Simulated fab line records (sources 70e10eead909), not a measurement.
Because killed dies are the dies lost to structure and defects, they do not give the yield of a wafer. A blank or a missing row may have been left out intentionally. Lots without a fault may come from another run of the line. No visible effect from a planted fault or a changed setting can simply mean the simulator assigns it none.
Matching of chambers    flow nand_harc    NHARC_A_CHANNEL_HOLE_D1_DESCUM_15 on rie_diel-07 has 4 sister chambers
The step chemistry O2, time 3 s. 20 wafers are shown with their chamber, then 10 later ones without.

EACH WAFER AND ITS CHAMBER
wafer   chamber  drypump_motor_current_A (A)  oes_product_au (a.u.)  rf_vpp_V (V)
L074.1  1        5.5                          1.006                  59.2
L074.2  2        6.5                          1.019                  56.4
L074.3  3        6.5                          0.999                  57.1
L075.1  3        6.5                          0.998                  57.8
L075.3  0        6.2                          0.993                  58.6
L075.5  3        6.5                          0.988                  58.4
L077.2  0        6.1                          0.983                  56.7
L077.4  3        6.5                          0.979                  57.0
L077.5  2        6.5                          0.997                  56.9
L078.2  3        6.5                          0.991                  57.4
L078.4  1        5.5                          1.004                  58.6
L078.5  2        6.4                          1.016                  58.0
L080.1  0        6.2                          0.999                  57.6
L080.5  0        6.2                          0.989                  58.4
L080.6  3        6.5                          0.991                  58.0
L079.1  2        6.4                          1.012                  56.1
L079.2  3        6.5                          0.988                  57.6
L079.6  2        6.4                          1.016                  57.5
L088.1  1        5.5                          1.007                  56.9
L088.3  0        6.2                          1.005                  57.5

SIGNATURES (averages over the wafers above)
reading                  chamber 0  chamber 1  chamber 2  chamber 3  scatter within a chamber
drypump_motor_current_A  6.180      5.500      6.440      6.500      0.0354
oes_product_au           0.99380    1.00567    1.01200    0.99057    0.0074
rf_vpp_V                 57.760     58.233     56.980     57.614     0.754
Rule: for a wafer and a chamber, the distance is found by dividing, reading by reading, the gap between the wafer's reading and the chamber's mean by the reading's scatter, squaring, summing and taking the root. If the next closest chamber is less than 2 further off than the closest, the wafer can't be placed; otherwise it belongs to the closest. The scatter: take each reading less its chamber's mean, square it, sum over the shown wafers, divide by the number of wafers less the number of chambers, and take the root.

WAFERS WITH NO CHAMBER GIVEN
wafer   drypump_motor_current_A (A)  oes_product_au (a.u.)  rf_vpp_V (V)
L088.4  6.5                          1.003                  57.3
L087.2  6.4                          1.008                  56.9
L087.3  6.5                          1.000                  56.7
L087.4  6.1                          0.998                  58.3
L091.1  6.5                          1.003                  58.4
L091.4  5.5                          1.001                  58.3
L091.5  6.5                          0.998                  58.3
L093.1  6.2                          1.006                  57.5
L093.3  5.5                          0.995                  58.7
L093.4  6.5                          0.994                  57.1

WHICH CHAMBER EACH ONE RAN IN
wafer   from the rows above      in truth
L088.4  can't be placed: 3 or 2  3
L087.2  2                        2
L087.3  can't be placed: 3 or 2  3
L087.4  0                        0
L091.1  can't be placed: 3 or 2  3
L091.4  1                        1
L091.5  can't be placed: 3 or 2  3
L093.1  0                        0
L093.3  1                        1
L093.4  3                        3
6 of 10 placed correctly. From these rows, 4 cannot be placed; in 4 the true chamber is one of the candidates. Number placed wrongly: 0.
